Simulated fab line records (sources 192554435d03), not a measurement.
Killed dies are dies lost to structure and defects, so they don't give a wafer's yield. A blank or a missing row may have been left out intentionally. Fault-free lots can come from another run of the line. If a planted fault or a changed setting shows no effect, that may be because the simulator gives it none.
Matching of chambers / flow n5Finfet / N5_FIN_SAQP_PECVD_47 on pecvd-02 has 3 sister chambers
The step deposits a-Si from SiH4/He, target thk 45 nm, time 36.3 s. 20 wafers are shown with their chamber, then 10 later ones without.

## WAFERS PAIRED WITH THEIR CHAMBERS
wafer=L075.1; chamber=1; throttleValvePct (%)=18.6; showerheadPlenumPTorr (Torr)=5.70; heaterPowerW (W)=946
wafer=L075.3; chamber=0; throttleValvePct (%)=17.6; showerheadPlenumPTorr (Torr)=5.64; heaterPowerW (W)=766
wafer=L075.6; chamber=0; throttleValvePct (%)=17.7; showerheadPlenumPTorr (Torr)=5.63; heaterPowerW (W)=751
wafer=L082.2; chamber=0; throttleValvePct (%)=17.8; showerheadPlenumPTorr (Torr)=5.63; heaterPowerW (W)=774
wafer=L082.5; chamber=1; throttleValvePct (%)=18.4; showerheadPlenumPTorr (Torr)=5.68; heaterPowerW (W)=946
wafer=L082.6; chamber=2; throttleValvePct (%)=16.2; showerheadPlenumPTorr (Torr)=5.63; heaterPowerW (W)=658
wafer=L084.2; chamber=2; throttleValvePct (%)=16.2; showerheadPlenumPTorr (Torr)=5.65; heaterPowerW (W)=597
wafer=L084.4; chamber=2; throttleValvePct (%)=16.1; showerheadPlenumPTorr (Torr)=5.63; heaterPowerW (W)=599
wafer=L084.5; chamber=1; throttleValvePct (%)=18.5; showerheadPlenumPTorr (Torr)=5.71; heaterPowerW (W)=836
wafer=L088.3; chamber=0; throttleValvePct (%)=17.7; showerheadPlenumPTorr (Torr)=5.62; heaterPowerW (W)=753
wafer=L088.5; chamber=1; throttleValvePct (%)=18.6; showerheadPlenumPTorr (Torr)=5.69; heaterPowerW (W)=940
wafer=L088.6; chamber=2; throttleValvePct (%)=16.2; showerheadPlenumPTorr (Torr)=5.64; heaterPowerW (W)=654
wafer=L089.1; chamber=0; throttleValvePct (%)=17.5; showerheadPlenumPTorr (Torr)=5.63; heaterPowerW (W)=737
wafer=L089.2; chamber=2; throttleValvePct (%)=16.4; showerheadPlenumPTorr (Torr)=5.64; heaterPowerW (W)=596
wafer=L089.3; chamber=1; throttleValvePct (%)=18.6; showerheadPlenumPTorr (Torr)=5.70; heaterPowerW (W)=941
wafer=L089.4; chamber=0; throttleValvePct (%)=17.5; showerheadPlenumPTorr (Torr)=5.63; heaterPowerW (W)=717
wafer=L089.5; chamber=1; throttleValvePct (%)=18.4; showerheadPlenumPTorr (Torr)=5.69; heaterPowerW (W)=948
wafer=L089.6; chamber=2; throttleValvePct (%)=16.5; showerheadPlenumPTorr (Torr)=5.65; heaterPowerW (W)=601
wafer=L090.2; chamber=0; throttleValvePct (%)=17.6; showerheadPlenumPTorr (Torr)=5.64; heaterPowerW (W)=875
wafer=L090.4; chamber=1; throttleValvePct (%)=18.7; showerheadPlenumPTorr (Torr)=5.70; heaterPowerW (W)=845

SIGNATURES (means of the wafers above)
reading=throttleValvePct; chamber 0=17.629; chamber 1=18.543; chamber 2=16.267; scatter within a chamber=0.125
reading=showerheadPlenumPTorr; chamber 0=5.6314; chamber 1=5.6957; chamber 2=5.6400; scatter within a chamber=0.0086
reading=heaterPowerW; chamber 0=767.57; chamber 1=914.57; chamber 2=617.50; scatter within a chamber=45.7
Rule: for a wafer and a chamber, the distance is found by dividing, reading by reading, the gap between the wafer's reading and the chamber's mean by the reading's scatter, squaring, summing and taking the root. If the next closest chamber is less than 2 further off than the closest, the wafer can't be placed; otherwise it belongs to the closest. The scatter: the root of (the sum of the squares of (reading less its chamber's mean) over the shown wafers, divided by (wafers less chambers)).

## WAFERS WITH NO CHAMBER GIVEN
wafer=L090.5; throttleValvePct (%)=16.4; showerheadPlenumPTorr (Torr)=5.63; heaterPowerW (W)=623
wafer=L095.1; throttleValvePct (%)=18.8; showerheadPlenumPTorr (Torr)=5.69; heaterPowerW (W)=905
wafer=L095.2; throttleValvePct (%)=17.8; showerheadPlenumPTorr (Torr)=5.62; heaterPowerW (W)=826
wafer=L095.3; throttleValvePct (%)=16.3; showerheadPlenumPTorr (Torr)=5.65; heaterPowerW (W)=649
wafer=L095.4; throttleValvePct (%)=17.6; showerheadPlenumPTorr (Torr)=5.64; heaterPowerW (W)=800
wafer=L095.5; throttleValvePct (%)=16.2; showerheadPlenumPTorr (Torr)=5.63; heaterPowerW (W)=649
wafer=L095.6; throttleValvePct (%)=18.7; showerheadPlenumPTorr (Torr)=5.71; heaterPowerW (W)=882
wafer=L097.1; throttleValvePct (%)=16.5; showerheadPlenumPTorr (Torr)=5.64; heaterPowerW (W)=567
wafer=L097.2; throttleValvePct (%)=18.7; showerheadPlenumPTorr (Torr)=5.70; heaterPowerW (W)=893
wafer=L097.4; throttleValvePct (%)=16.2; showerheadPlenumPTorr (Torr)=5.64; heaterPowerW (W)=563

## CHAMBER TAKEN BY EACH
wafer=L090.5; from the rows above=2; in truth=2
wafer=L095.1; from the rows above=1; in truth=1
wafer=L095.2; from the rows above=0; in truth=0
wafer=L095.3; from the rows above=2; in truth=2
wafer=L095.4; from the rows above=0; in truth=0
wafer=L095.5; from the rows above=2; in truth=2
wafer=L095.6; from the rows above=1; in truth=1
wafer=L097.1; from the rows above=2; in truth=2
wafer=L097.2; from the rows above=1; in truth=1
wafer=L097.4; from the rows above=2; in truth=2
Correct placement for 10 of the 10. From these rows, 0 cannot be placed. Number placed wrongly: 0.
